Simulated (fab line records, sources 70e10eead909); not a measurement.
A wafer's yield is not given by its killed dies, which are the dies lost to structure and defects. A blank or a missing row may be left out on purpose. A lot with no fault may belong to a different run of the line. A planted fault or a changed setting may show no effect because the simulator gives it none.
Matching of chambers | flow nand harc | ald hk-03 running NHARC_A_CHANNEL_FILL_D1_ALD_25: 4 sister chambers
The step deposits SiOx, target thk 60 nm, pulse time 10 s, ald cycles 600. 20 wafers are shown with their chamber, then 10 later ones without.

EACH WAFER AND ITS CHAMBER
wafer  | chamber | heater power w (W) | precursor pulse height rel
L077.2 | 2       | 457                | 0.997
L077.3 | 0       | 445                | 0.965
L077.4 | 3       | 428                | 0.987
L077.1 | 1       | 382                | 0.980
L077.5 | 2       | 462                | 1.022
L077.6 | 3       | 431                | 1.002
L080.2 | 3       | 426                | 1.012
L080.1 | 1       | 382                | 0.980
L080.6 | 0       | 456                | 0.995
L081.1 | 2       | 470                | 0.989
L081.3 | 1       | 392                | 1.017
L081.6 | 3       | 432                | 0.985
L085.1 | 0       | 446                | 0.993
L085.3 | 1       | 400                | 0.987
L085.4 | 3       | 428                | 1.025
L086.2 | 0       | 447                | 1.013
L086.4 | 1       | 390                | 1.007
L086.5 | 0       | 445                | 1.022
L088.1 | 1       | 393                | 0.989
L088.3 | 3       | 430                | 1.029

SIGNATURES, as means of the wafers listed above
reading                    | chamber 0 | chamber 1 | chamber 2 | chamber 3 | scatter within a chamber
heater power w             | 447.80    | 389.83    | 463.00    | 429.17    | 5.23
precursor pulse height rel | 0.99760   | 0.99333   | 1.00267   | 1.00667   | 0.0184
Rule: for each reading, subtract the chamber's mean from the wafer's reading, divide by that reading's scatter and square the result; add these up over the readings and take the root, which gives the wafer's distance from the chamber. The wafer belongs to the nearest chamber; if the next one is less than 2 further off, it can't be placed. The scatter is the square root of a quotient: the sum, over the shown wafers, of each reading's squared deviation from its chamber's mean, divided by wafers minus chambers.

WAFERS WITH NO CHAMBER GIVEN
wafer  | heater power w (W) | precursor pulse height rel
L088.4 | 458                | 1.001
L088.2 | 464                | 0.968
L088.5 | 425                | 1.009
L088.6 | 455                | 0.984
L090.1 | 385                | 0.985
L090.2 | 436                | 1.023
L090.4 | 461                | 1.019
L095.2 | 378                | 0.997
L095.4 | 468                | 0.981
L095.5 | 382                | 0.985

EACH ONE'S CHAMBER
wafer  | from the rows above     | in truth
L088.4 | can't be placed: 2 or 0 | 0
L088.2 | can't be placed: 2 or 0 | 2
L088.5 | 3                       | 3
L088.6 | can't be placed: 0 or 2 | 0
L090.1 | 1                       | 1
L090.2 | can't be placed: 3 or 0 | 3
L090.4 | can't be placed: 2 or 0 | 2
L095.2 | 1                       | 1
L095.4 | 2                       | 2
L095.5 | 1                       | 1
Placed correctly: 5 of 10. Unplaceable from these rows: 5, with the true chamber sitting among the candidates in 5. 0 placed wrongly.
